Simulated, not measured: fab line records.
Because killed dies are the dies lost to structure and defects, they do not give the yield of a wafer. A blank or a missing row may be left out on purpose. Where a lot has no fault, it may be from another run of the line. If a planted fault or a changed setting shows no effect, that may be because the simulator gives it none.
8D (eight disciplines) problem report, filled in by code + flow n5Finfet + the parts of the form that need people (team, actions taken, sign-off) are left out

## 1. WHAT IS WRONG
At N5_DUMMY_GATE_COAT_34, spinSpeedRpm averages 1543.2 rpm over 6 wafers from 2 lots, while fault-free wafers read 1499.8 rpm, standard deviation 1.2. Relative to the usual mean, that is a shift of +36 standard deviations.
The step: time 60 s, resist thk 60 nm.
The first sign was on wafer L329.1 at day 6 05:03, on lithoTrack-01. Wafers with a number at this step in the record: 12, from 4 lots. Rule for "out" (also "out of limits"): further than 4 standard deviations from the usual mean. The other wafers with a number count as sound.

## 2. WHAT IT IS, WHAT IT ISN'T
| question                    | is                     | is not                      |
|-----------------------------|------------------------|-----------------------------|
| which readings at this step | spinSpeedRpm           | -                           |
| which lots                  | L329, L330             | L325, L328                  |
| which wafers of those lots  | all that have a number | -                           |
| read on which tools         | lithoTrack-01          | lithoTrack-04               |
| when                        | from day 6 05:03       | up to then (6 sound wafers) |

## 3. THE SUSPECTS, EACH WITH WHAT RULES IT OUT
Counting: any tool at a process step up to the reading is kept as a suspect provided that every lot that is out went through it and no sound lot did after the first of them.
- lithoTrack-01 at N5_DUMMY_GATE_COAT_34 (time 60 s, resist thk 60 nm): kept. Every lot that is out went through it, starting with L329 (day 6 05:03), and after that it ran no sound lot; the last sound lot it ran before then is L325 (day 5 04:09). On those wafers its own readings are out: spinSpeedRpm.
Remaining after the count: lithoTrack-01 at N5_DUMMY_GATE_COAT_34.

## 4. THE CAUSE (what the simulator had put in)
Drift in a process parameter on lithoTrack-01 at N5_DUMMY_GATE_COAT_34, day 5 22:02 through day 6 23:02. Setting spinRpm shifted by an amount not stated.
The count eliminated every tool but this one.

## 5. SEQUENCE OF EFFECTS, ordered by route
Rows list readings where the struck wafers' mean (over those with a number) sits beyond 3 standard deviations from the usual. Readings are gone through only where the record gives a usual standard deviation; hours: the median, over the lots, of the time from a lot's start at the first step in this table giving one to that lot's start at this step; sigmas: the change measured in usual standard deviations.
| hours | step                  | reading      | usual      | on struck wafers | change | sigmas |
|-------|-----------------------|--------------|------------|------------------|--------|--------|
| 0     | N5_DUMMY_GATE_COAT_34 | spinSpeedRpm | 1499.8 rpm | 1543.2           | +43.4  | +36    |
Process steps it contains:
- N5_DUMMY_GATE_COAT_34: time 60 s, resist thk 60 nm.
At these later measuring or inspecting steps, every struck wafer for which the step has a row has a number for every such reading, and none has moved that far: N5_BEOL_M4_RC_MEAS_101.

## 6. HOW IT WOULD HAVE BEEN CAUGHT EARLIER
In this record no reading fell out of limits until day 6 05:03, 7 hours after the fault had begun at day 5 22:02.
